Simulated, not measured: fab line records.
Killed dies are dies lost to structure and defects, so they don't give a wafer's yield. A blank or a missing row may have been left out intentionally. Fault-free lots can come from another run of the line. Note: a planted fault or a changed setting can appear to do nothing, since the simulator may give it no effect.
Chamber matching / flow n5-finfet / N5_BEOL_M5_ETCH_68 on rie-diel-01: 3 sister chambers
The step etches SOC in N2/H2, target depth 80 nm, overetch 16 nm, time 120 s. 14 wafers are shown with their chamber, then 7 later ones without.

WAFERS, EACH WITH ITS CHAMBER
wafer=L074.3; chamber=0; showerhead-plenum-p-Torr (Torr)=2.53; throttle-valve-pct (%)=18.12; oes-product-au (a.u.)=0.54
wafer=L074.5; chamber=0; showerhead-plenum-p-Torr (Torr)=2.53; throttle-valve-pct (%)=18.11; oes-product-au (a.u.)=0.55
wafer=L074.6; chamber=2; showerhead-plenum-p-Torr (Torr)=2.64; throttle-valve-pct (%)=17.97; oes-product-au (a.u.)=0.56
wafer=L076.1; chamber=2; showerhead-plenum-p-Torr (Torr)=2.64; throttle-valve-pct (%)=17.96; oes-product-au (a.u.)=0.56
wafer=L076.4; chamber=2; showerhead-plenum-p-Torr (Torr)=2.64; throttle-valve-pct (%)=17.99; oes-product-au (a.u.)=0.56
wafer=L076.6; chamber=3; showerhead-plenum-p-Torr (Torr)=2.58; throttle-valve-pct (%)=18.47; oes-product-au (a.u.)=0.59
wafer=L077.2; chamber=2; showerhead-plenum-p-Torr (Torr)=2.64; throttle-valve-pct (%)=17.98; oes-product-au (a.u.)=0.56
wafer=L077.3; chamber=0; showerhead-plenum-p-Torr (Torr)=2.52; throttle-valve-pct (%)=18.12; oes-product-au (a.u.)=0.54
wafer=L077.4; chamber=0; showerhead-plenum-p-Torr (Torr)=2.52; throttle-valve-pct (%)=18.12; oes-product-au (a.u.)=0.54
wafer=L079.1; chamber=2; showerhead-plenum-p-Torr (Torr)=2.64; throttle-valve-pct (%)=18.00; oes-product-au (a.u.)=0.56
wafer=L079.4; chamber=0; showerhead-plenum-p-Torr (Torr)=2.52; throttle-valve-pct (%)=18.13; oes-product-au (a.u.)=0.53
wafer=L079.6; chamber=2; showerhead-plenum-p-Torr (Torr)=2.64; throttle-valve-pct (%)=17.98; oes-product-au (a.u.)=0.56
wafer=L086.2; chamber=3; showerhead-plenum-p-Torr (Torr)=2.58; throttle-valve-pct (%)=18.49; oes-product-au (a.u.)=0.58
wafer=L086.4; chamber=2; showerhead-plenum-p-Torr (Torr)=2.63; throttle-valve-pct (%)=18.03; oes-product-au (a.u.)=0.55

SIGNATURES (means of the wafers above)
reading=showerhead-plenum-p-Torr; chamber 0=2.5240; chamber 2=2.6386; chamber 3=2.5800; scatter within a chamber=0.00432
reading=throttle-valve-pct; chamber 0=18.1200; chamber 2=17.9871; chamber 3=18.4800; scatter within a chamber=0.0179
reading=oes-product-au; chamber 0=0.5400; chamber 2=0.5586; chamber 3=0.5850; scatter within a chamber=0.00552
Rule: for each reading, subtract the chamber's mean from the wafer's reading, divide by that reading's scatter and square the result; add these up over the readings and take the root, which gives the wafer's distance from the chamber. If the next closest chamber is less than 2 further off than the closest, the wafer can't be placed; otherwise it belongs to the closest. How the scatter is found: for the shown wafers, subtract from each reading the mean of its chamber, square and add these, divide the total by (wafers less chambers), then take the root.

WAFERS MISSING THEIR CHAMBER
wafer=L086.6; showerhead-plenum-p-Torr (Torr)=2.58; throttle-valve-pct (%)=18.51; oes-product-au (a.u.)=0.58
wafer=L092.2; showerhead-plenum-p-Torr (Torr)=2.57; throttle-valve-pct (%)=18.52; oes-product-au (a.u.)=0.57
wafer=L092.4; showerhead-plenum-p-Torr (Torr)=2.63; throttle-valve-pct (%)=18.04; oes-product-au (a.u.)=0.54
wafer=L092.6; showerhead-plenum-p-Torr (Torr)=2.63; throttle-valve-pct (%)=18.04; oes-product-au (a.u.)=0.54
wafer=L097.2; showerhead-plenum-p-Torr (Torr)=2.56; throttle-valve-pct (%)=18.53; oes-product-au (a.u.)=0.56
wafer=L097.4; showerhead-plenum-p-Torr (Torr)=2.62; throttle-valve-pct (%)=18.06; oes-product-au (a.u.)=0.54
wafer=L097.5; showerhead-plenum-p-Torr (Torr)=2.51; throttle-valve-pct (%)=17.74; oes-product-au (a.u.)=0.74

CHAMBER TAKEN BY EACH
wafer=L086.6; from the rows above=3; in truth=3
wafer=L092.2; from the rows above=3; in truth=3
wafer=L092.4; from the rows above=2; in truth=2
wafer=L092.6; from the rows above=2; in truth=2
wafer=L097.2; from the rows above=3; in truth=3
wafer=L097.4; from the rows above=2; in truth=2
wafer=L097.5; from the rows above=0; in truth=0
Correct placement for 7 of the 7. Not placeable from these rows: 0. Number placed wrongly: 0.
